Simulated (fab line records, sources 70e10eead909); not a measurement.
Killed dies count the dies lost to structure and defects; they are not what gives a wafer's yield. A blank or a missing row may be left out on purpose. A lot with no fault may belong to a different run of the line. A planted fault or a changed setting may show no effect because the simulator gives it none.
What tool caused it? -- flow nand harc -- Sampling: 13 lots, 39 wafers, 2 of 1302 route steps

== WHAT THE GAUGES READ, wafer by wafer ==
NHARC_P_ZERO_WELL_CD_MEAS_24 targets a cd of 720 nm. Usual: cd nm at 720.0 nm, with a standard deviation of 1.6.
lot,measured,on,cd nm (nm),flag
L671,day 1 22:28,cd sem-01,720.1 720.5 720.2,
L672,day 2 08:31,cd sem-01,718.2 720.8 720.3,
L674,day 3 05:01,cd sem-01,722.5 720.1 720.6,
L675,day 3 14:43,cd sem-01,721.2 718.8 720.6,
L677,day 4 10:35,cd sem-02,720.1 720.1 718.5,
L678,day 4 20:37,cd sem-02,719.9 719.1 721.8,
L679,day 5 06:28,cd sem-03,718.6 719.0 719.2,
L680,day 5 16:40,cd sem-03,717.5 718.9 717.9,
L681,day 6 02:36,cd sem-03,- - -,OFF
L690,day 9 20:45,cd sem-02,719.5 719.1 720.0,
L691,day 10 06:37,cd sem-03,719.5 721.0 718.6,
L692,day 10 16:25,cd sem-01,722.5 723.3 724.2,
L693,day 11 02:37,cd sem-03,718.8 719.2 719.7,

== TOOL THAT RAN EACH LOT (tool first, then ch and the chambers of the sampled wafers, then the start) ==
lot,NHARC_P_ZERO_WELL_EXPOSE_21
L671,"krf scanner-02 ch 0, day 1 22:19"
L672,"krf scanner-01 ch 0, day 2 08:22"
L674,"krf scanner-01 ch 0, day 3 04:51"
L675,"krf scanner-03 ch 0, day 3 14:34"
L677,"krf scanner-03 ch 0, day 4 10:25"
L678,"krf scanner-02 ch 0, day 4 20:28"
L679,"krf scanner-02 ch 0, day 5 06:19"
L680,"krf scanner-01 ch 0, day 5 16:31"
L681,"krf scanner-03 ch 0, day 6 02:28"
L690,"krf scanner-03 ch 0, day 9 20:35"
L691,"krf scanner-03 ch 0, day 10 06:28"
L692,"krf scanner-03 ch 0, day 10 16:16"
L693,"krf scanner-01 ch 0, day 11 02:28"
- NHARC_P_ZERO_WELL_EXPOSE_21: exposes mask P NWELL, target cd 720 nm.

== WHAT THE TOOLS THEMSELVES READ (means of the sampled wafers that have a number; where no wafer has one, the mark that the record gives instead) ==
NHARC_P_ZERO_WELL_EXPOSE_21. Usual: focus offset nm 0.0 nm, standard deviation 0.46; stage vel mm s 499.98 mm/s, standard deviation 0.22.
lot,tool,focus offset nm (nm),stage vel mm s (mm/s),flag
L671,krf scanner-02,0.3,500.00,
L672,krf scanner-01,0.7,500.23,
L674,krf scanner-01,-0.2,499.74,
L675,krf scanner-03,0.2,499.76,
L677,krf scanner-03,-0.1,500.00,
L678,krf scanner-02,0.1,499.98,
L679,krf scanner-02,0.1,500.01,
L680,krf scanner-01,0.1,499.83,
L681,krf scanner-03,-0.8,499.85,
L690,krf scanner-03,-0.1,499.89,
L691,krf scanner-03,0.3,499.92,
L692,krf scanner-03,0.2,499.85,
L693,krf scanner-01,0.0,500.04,

== THE ANSWER, worked out from the rows above alone ==
Rule: a lot counts as off when the mean over its wafers that have a number is more than 3 standard deviations away from the usual mean. Also off: a lot with no number at a reading for which 4 or more lots have one. All remaining lots with rows at the step are treated as sound. Order of review: gauges by route order, followed by the tools' own readings, for which a lot's mean as printed above is used. At the first step where some lot is off, the reading lying furthest off is the one used; lots without a number count as furthest.
Off: L681, at NHARC_P_ZERO_WELL_CD_MEAS_24 (cd nm). Without a number there: L681.
A tool fits if, at a process step before that reading, it ran every lot that is off, and no sound lot after the first of them. The gauges at NHARC_P_ZERO_WELL_CD_MEAS_24 are tried like those tools. No candidate that was tried fits.

== WHAT THE SIMULATOR HAD INSERTED ==
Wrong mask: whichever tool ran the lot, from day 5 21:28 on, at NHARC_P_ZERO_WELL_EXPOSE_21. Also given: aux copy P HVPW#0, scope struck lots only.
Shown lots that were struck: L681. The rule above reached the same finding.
